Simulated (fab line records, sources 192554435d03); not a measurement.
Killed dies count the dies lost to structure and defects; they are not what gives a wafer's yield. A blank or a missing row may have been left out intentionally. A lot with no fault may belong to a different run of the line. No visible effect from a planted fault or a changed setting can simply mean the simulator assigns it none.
Split-lot study | flow n5 finfet | 21 wafers read from 7 lots, route of 1938 steps

## ON THE SPLIT
At N5_BEOL_M11_PECVD_70 (deposits SiO2 from TEOS/O2, target thk 20 nm, time 22.7 s), the setting temp c was moved away from the recipe's 400 C on 6 of the 21 wafers read, by -1.7% to +3.5%. This setting was run at the recipe's value on the other wafers.

The split's own step is where the reading is taken.

## THE READING
SiO2_of_BEOL_M11_PECVD_70.thk nm (the simulator's own value, which no gauge read), in nm, at N5_BEOL_M11_PECVD_70 (deposits SiO2 from TEOS/O2, target thk 20 nm, time 22.7 s). There is no usual value for it anywhere in the file. Across the 15 wafers here that went through the recipe, the average is 19.9 nm and the standard deviation 0.36 nm.

wafer  | tool, chamber at the split | temp c as run, C | against the recipe | SiO2_of_BEOL_M11_PECVD_70.thk nm, nm | against lot-mates on the recipe
L074.2 | pecvd-01, 0,2              | 413.2            | +3.3%              | 18                                   | -2.2
L074.5 | pecvd-01, 0,2              | 413.2            | +3.3%              | 18                                   | -2.2
L074.4 | pecvd-01, 0                | 400              | recipe             | 20.2                                 | -
L075.3 | pecvd-02, 2                | 400              | recipe             | 19.4                                 | -
L075.4 | pecvd-02, 0                | 400              | recipe             | 19.8                                 | -
L075.5 | pecvd-02, 1                | 400              | recipe             | 20.8                                 | -
L080.2 | pecvd-01, 0                | 400              | recipe             | 20.2                                 | -
L080.3 | pecvd-01, 2                | 400              | recipe             | 20                                   | -
L080.4 | pecvd-01, 0                | 393.3            | -1.7%              | 21.2                                 | +1.1
L084.1 | pecvd-01, 0,1              | 400              | recipe             | 19.8                                 | -
L084.3 | pecvd-01, 0,1              | 400              | recipe             | 19.8                                 | -
L084.5 | pecvd-01, 0                | 400              | recipe             | 20.2                                 | -
L086.2 | pecvd-02, 1                | 400              | recipe             | 19.6                                 | -
L086.4 | pecvd-02, 0                | 400              | recipe             | 20                                   | -
L086.6 | pecvd-02, 1                | 405              | +1.2%              | 19.4                                 | -0.4
L091.1 | pecvd-04, 1                | 400              | recipe             | 19.6                                 | -
L091.4 | pecvd-04, 2                | 400              | recipe             | 19.8                                 | -
L091.6 | pecvd-04, 1                | 400              | recipe             | 20.2                                 | -
L097.3 | pecvd-01, 1                | 400              | recipe             | 19.4                                 | -
L097.4 | pecvd-01, 0                | 414.1            | +3.5%              | 17.8                                 | -1.6
L097.6 | pecvd-01, 2                | 414.1            | +3.5%              | 18                                   | -1.4
Where a row lists several chambers, the file gives one row for several wafers and doesn't say which wafer went through which chamber.

THE FIT
A straight line over all 21 wafers: SiO2_of_BEOL_M11_PECVD_70.thk nm changes by -0.591 nm for each +1% of temp c; r = -0.94; the points scatter about the line by 0.33 nm.
The same after taking each lot's own level away (the mean of its wafers on the recipe; 21 wafers): -0.544 nm for each +1%; r = -0.92; scatter 0.34 nm.
On that fit, the largest move of temp c shifts the reading by 1.9 nm.
Measured against the standard deviation above, the lots' own levels, which go from 19.40 to 20.20 nm, span 2.2 times it.
Consequently the slope shifts little with the lot-to-lot level, the two slopes agreeing.
Check: -1.99 nm against its lot-mates is what the line predicts for one of the wafers moved furthest among these (+3.5%) when that wafer is left out of the fit. Against them it came out at -1.6 nm.

## THE OTHER SPLITS THESE WAFERS WENT THROUGH
Before the reading, these wafers also passed through other splits. Each is held against what the fit with the lots' levels taken away leaves over:
other split on the same wafers | wafers away from the commonest value | r with SiO2_of_BEOL_M11_PECVD_70.thk nm (lot level and that fit taken away)
N5_BEOL_M8_ETCH_65 source w    | 7                                    | -0.07
N5_BEOL_M9_COAT_60 spin rpm    | 5                                    | +0.07
N5_BEOL_M10_ILD_DEP_00 time s  | 9                                    | +0.07

## THE FILE'S OWN FIT
SiO2_of_BEOL_M11_PECVD_70.thk nm changes by -0.538 nm for each +1% of temp c, r = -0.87.
